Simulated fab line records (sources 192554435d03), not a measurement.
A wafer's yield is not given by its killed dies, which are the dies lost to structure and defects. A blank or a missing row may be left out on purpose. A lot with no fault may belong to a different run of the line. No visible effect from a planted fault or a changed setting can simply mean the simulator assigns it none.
Chamber matching	flow n5Finfet	N5_BEOL_M14_STRIP_37 on rieDiel-01 has 4 sister chambers
The step strips in O2. 14 wafers are shown with their chamber, then 7 later ones without.

== WAFERS PAIRED WITH THEIR CHAMBERS ==
wafer	chamber	showerheadPlenumPTorr (Torr)	throttleValvePct (%)	drypumpMotorCurrentA (A)
L079.1	3	2.10	17.05	5.7
L079.2	2	2.08	16.27	5.2
L079.3	1	2.21	16.85	5.7
L080.2	0	2.21	16.39	6.0
L080.4	3	2.10	17.07	5.7
L080.5	1	2.21	16.90	5.7
L082.1	3	2.09	17.05	5.7
L082.4	0	2.21	16.39	6.1
L082.6	2	2.08	16.32	5.2
L089.2	0	2.20	16.39	6.1
L089.4	2	2.08	16.34	5.1
L089.5	1	2.21	16.91	5.7
L090.1	0	2.20	16.42	6.0
L090.2	3	2.09	17.07	5.7

SIGNATURES (averages over the wafers above)
reading	chamber 0	chamber 1	chamber 2	chamber 3	scatter within a chamber
showerheadPlenumPTorr	2.2050	2.2100	2.0800	2.0950	0.00447
throttleValvePct	16.3975	16.8867	16.3100	17.0600	0.024
drypumpMotorCurrentA	6.050	5.700	5.167	5.700	0.0408
Rule: for each reading, subtract the chamber's mean from the wafer's reading, divide by that reading's scatter and square the result; add these up over the readings and take the root, which gives the wafer's distance from the chamber. The wafer belongs to the nearest chamber; if the next one is less than 2 further off, it can't be placed. The scatter: take each reading less its chamber's mean, square it, sum over the shown wafers, divide by the number of wafers less the number of chambers, and take the root.

== WAFERS MISSING THEIR CHAMBER ==
wafer	showerheadPlenumPTorr (Torr)	throttleValvePct (%)	drypumpMotorCurrentA (A)
L090.3	2.07	16.33	5.2
L095.1	2.20	16.48	6.1
L095.4	2.20	16.90	5.7
L095.6	2.20	16.93	5.7
L096.1	2.07	16.35	5.2
L096.4	2.20	17.01	5.7
L096.6	2.08	17.12	5.7

== WHICH CHAMBER EACH WENT THROUGH ==
wafer	from the rows above	in truth
L090.3	2	2
L095.1	0	0
L095.4	1	1
L095.6	1	1
L096.1	2	2
L096.4	1	1
L096.6	3	3
7 of 7 placed correctly. Left unplaced by these rows: 0. Placed wrongly: 0.
